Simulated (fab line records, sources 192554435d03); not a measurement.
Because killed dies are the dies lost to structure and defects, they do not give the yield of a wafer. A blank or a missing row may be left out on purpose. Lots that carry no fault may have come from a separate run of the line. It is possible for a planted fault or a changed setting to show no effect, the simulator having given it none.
Split-lot study || flow n5-finfet || route with 1938 steps; 7 lots, 21 wafers read

## SPLIT DETAILS
At N5_GATE_CUT_COAT_27 (time 60 s, resist thk 10 nm), the setting spin-rpm was moved away from the recipe's 1500 rpm on 4 of the 21 wafers read, by -9.8% to +6.9%. The other wafers ran this setting at the recipe's value.

## FROM THE SPLIT TO THE READING: what the file shows between them, 7 steps
- N5_GATE_CUT_COAT_07: resist thk 30 nm (also split here: spin-rpm)
- N5_GATE_CUT_EBR_09
- N5_GATE_CUT_SOFTBAKE_08: time 60 s
- N5_GATE_CUT_EXPOSE_10: exposes mask GATE CUT, target cd 20 nm
- N5_GATE_CUT_PEB_11: peb time 60 s
- N5_GATE_CUT_DEVELOP_12: develop time 30 s
- N5_GATE_CUT_DESCUM_18: chemistry O2, time 7 s

## THE READING
etch.depth-nm (the simulator's own value, which no gauge read), in nm, at N5_GATE_CUT_ETCH_28 (etches underlayer in N2/H2, target depth 13 nm, time 10.4 s). The file gives no usual value for it. Average 9.993 nm, standard deviation 0.033 nm, over the 17 wafers here run with the recipe.

{"wafer": "L074.1", "tool, chamber at the split": "litho-track-03, 0", "spin-rpm as run, rpm": 1500, "against the recipe": "recipe", "etch.depth-nm, nm": 10.04, "against lot-mates on the recipe": "-"}
{"wafer": "L074.2", "tool, chamber at the split": "litho-track-03, 0", "spin-rpm as run, rpm": 1500, "against the recipe": "recipe", "etch.depth-nm, nm": 10.02, "against lot-mates on the recipe": "-"}
{"wafer": "L074.5", "tool, chamber at the split": "litho-track-03, 0", "spin-rpm as run, rpm": 1500, "against the recipe": "recipe", "etch.depth-nm, nm": 10.01, "against lot-mates on the recipe": "-"}
{"wafer": "L078.1", "tool, chamber at the split": "litho-track-02, 0", "spin-rpm as run, rpm": 1500, "against the recipe": "recipe", "etch.depth-nm, nm": 10, "against lot-mates on the recipe": "-"}
{"wafer": "L078.3", "tool, chamber at the split": "litho-track-02, 0", "spin-rpm as run, rpm": 1500, "against the recipe": "recipe", "etch.depth-nm, nm": 10.01, "against lot-mates on the recipe": "-"}
{"wafer": "L078.4", "tool, chamber at the split": "litho-track-02, 0", "spin-rpm as run, rpm": 1500, "against the recipe": "recipe", "etch.depth-nm, nm": 10, "against lot-mates on the recipe": "-"}
{"wafer": "L079.1", "tool, chamber at the split": "litho-track-03, 0", "spin-rpm as run, rpm": 1500, "against the recipe": "recipe", "etch.depth-nm, nm": 10.05, "against lot-mates on the recipe": "-"}
{"wafer": "L079.2", "tool, chamber at the split": "litho-track-03, 0", "spin-rpm as run, rpm": 1500, "against the recipe": "recipe", "etch.depth-nm, nm": 10.03, "against lot-mates on the recipe": "-"}
{"wafer": "L079.6", "tool, chamber at the split": "litho-track-03, 0", "spin-rpm as run, rpm": 1604, "against the recipe": "+6.9%", "etch.depth-nm, nm": 9.743, "against lot-mates on the recipe": -0.297}
{"wafer": "L080.4", "tool, chamber at the split": "litho-track-02, 0", "spin-rpm as run, rpm": 1500, "against the recipe": "recipe", "etch.depth-nm, nm": 9.963, "against lot-mates on the recipe": "-"}
{"wafer": "L080.5", "tool, chamber at the split": "litho-track-02, 0", "spin-rpm as run, rpm": 1353, "against the recipe": "-9.8%", "etch.depth-nm, nm": 10.5, "against lot-mates on the recipe": "+0.537"}
{"wafer": "L080.6", "tool, chamber at the split": "litho-track-02, 0", "spin-rpm as run, rpm": 1353, "against the recipe": "-9.8%", "etch.depth-nm, nm": 10.48, "against lot-mates on the recipe": "+0.517"}
{"wafer": "L084.2", "tool, chamber at the split": "litho-track-03, 0", "spin-rpm as run, rpm": 1500, "against the recipe": "recipe", "etch.depth-nm, nm": 9.979, "against lot-mates on the recipe": "-"}
{"wafer": "L084.3", "tool, chamber at the split": "litho-track-03, 0", "spin-rpm as run, rpm": 1500, "against the recipe": "recipe", "etch.depth-nm, nm": 9.977, "against lot-mates on the recipe": "-"}
{"wafer": "L084.4", "tool, chamber at the split": "litho-track-03, 0", "spin-rpm as run, rpm": 1500, "against the recipe": "recipe", "etch.depth-nm, nm": 10.01, "against lot-mates on the recipe": "-"}
{"wafer": "L089.2", "tool, chamber at the split": "litho-track-02, 0", "spin-rpm as run, rpm": 1500, "against the recipe": "recipe", "etch.depth-nm, nm": 9.916, "against lot-mates on the recipe": "-"}
{"wafer": "L089.3", "tool, chamber at the split": "litho-track-02, 0", "spin-rpm as run, rpm": 1500, "against the recipe": "recipe", "etch.depth-nm, nm": 9.971, "against lot-mates on the recipe": "-"}
{"wafer": "L089.4", "tool, chamber at the split": "litho-track-02, 0", "spin-rpm as run, rpm": 1500, "against the recipe": "recipe", "etch.depth-nm, nm": 9.96, "against lot-mates on the recipe": "-"}
{"wafer": "L091.1", "tool, chamber at the split": "litho-track-02, 0", "spin-rpm as run, rpm": 1500, "against the recipe": "recipe", "etch.depth-nm, nm": 9.965, "against lot-mates on the recipe": "-"}
{"wafer": "L091.2", "tool, chamber at the split": "litho-track-02, 0", "spin-rpm as run, rpm": 1355, "against the recipe": "-9.7%", "etch.depth-nm, nm": 10.51, "against lot-mates on the recipe": "+0.541"}
{"wafer": "L091.6", "tool, chamber at the split": "litho-track-02, 0", "spin-rpm as run, rpm": 1500, "against the recipe": "recipe", "etch.depth-nm, nm": 9.973, "against lot-mates on the recipe": "-"}

THE FIT
A straight line over all 21 wafers: etch.depth-nm changes by -0.0489 nm for each +1% of spin-rpm; r = -0.98; the points scatter about the line by 0.038 nm.
The same after taking each lot's own level away (the mean of its wafers on the recipe; 21 wafers): -0.0524 nm for each +1%; r = -1.00; scatter 0.021 nm.
Per that fit: largest spin-rpm move, reading shift of 0.51 nm.
The span of the lots' own levels, 9.9490 to 10.0400 nm, comes to 2.8 times the standard deviation stated above.
The two slopes are in agreement: the lot-to-lot level therefore moves the slope only a little.
Check: for one of the wafers moved furthest among these (-9.8%), held out of the fit, the line's prediction against its lot-mates is +0.512 nm. Against them it came out at +0.537 nm.

## THE OTHER SPLITS THESE WAFERS WENT THROUGH
Before the reading, these wafers also passed through other splits. Each is held against what the fit with the lots' levels taken away leaves over:
{"other split on the same wafers": "N5_ILD0_ALD_15 ald-cycles", "wafers away from the commonest value": 6, "r with etch.depth-nm (lot level and that fit taken away)": -0.48}
{"other split on the same wafers": "N5_GATE_CUT_ETCH_58 time-s", "wafers away from the commonest value": 7, "r with etch.depth-nm (lot level and that fit taken away)": -0.33}
{"other split on the same wafers": "N5_GATE_CUT_COAT_07 spin-rpm", "wafers away from the commonest value": 4, "r with etch.depth-nm (lot level and that fit taken away)": "+0.31"}

## THE WHOLE CHAIN: every reading that the file lists as answering this split, in the file's order
{"step": "N5_GATE_CUT_COAT_27", "what it does": "time 60 s, resist thk 10 nm", "reading": "underlayer_of_GATE_CUT_COAT_27.thk-nm (the simulator's own value, which no gauge read)", "change (the file's fit)": "-0.0468 nm for each +1% of the setting", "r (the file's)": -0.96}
{"step": "N5_GATE_CUT_ETCH_28", "what it does": "etches underlayer in N2/H2, target depth 13 nm, time 10.4 s", "reading": "etch.depth-nm (the simulator's own value, which no gauge read)", "change (the file's fit)": "-0.0523 nm for each +1% of the setting", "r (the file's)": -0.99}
{"step": "N5_GATE_CUT_ETCH_28", "what it does": "etches underlayer in N2/H2, target depth 13 nm, time 10.4 s", "reading": "CAR-EUV_of_GATE_CUT_COAT_07.thk-nm (the simulator's own value, which no gauge read)", "change (the file's fit)": "+0.0613 nm for each +1% of the setting, in a fit together with spin-rpm@GATE_CUT_COAT_07", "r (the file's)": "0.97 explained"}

## THE FILE'S OWN FIT
etch.depth-nm changes by -0.0523 nm for each +1% of spin-rpm, r = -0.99.
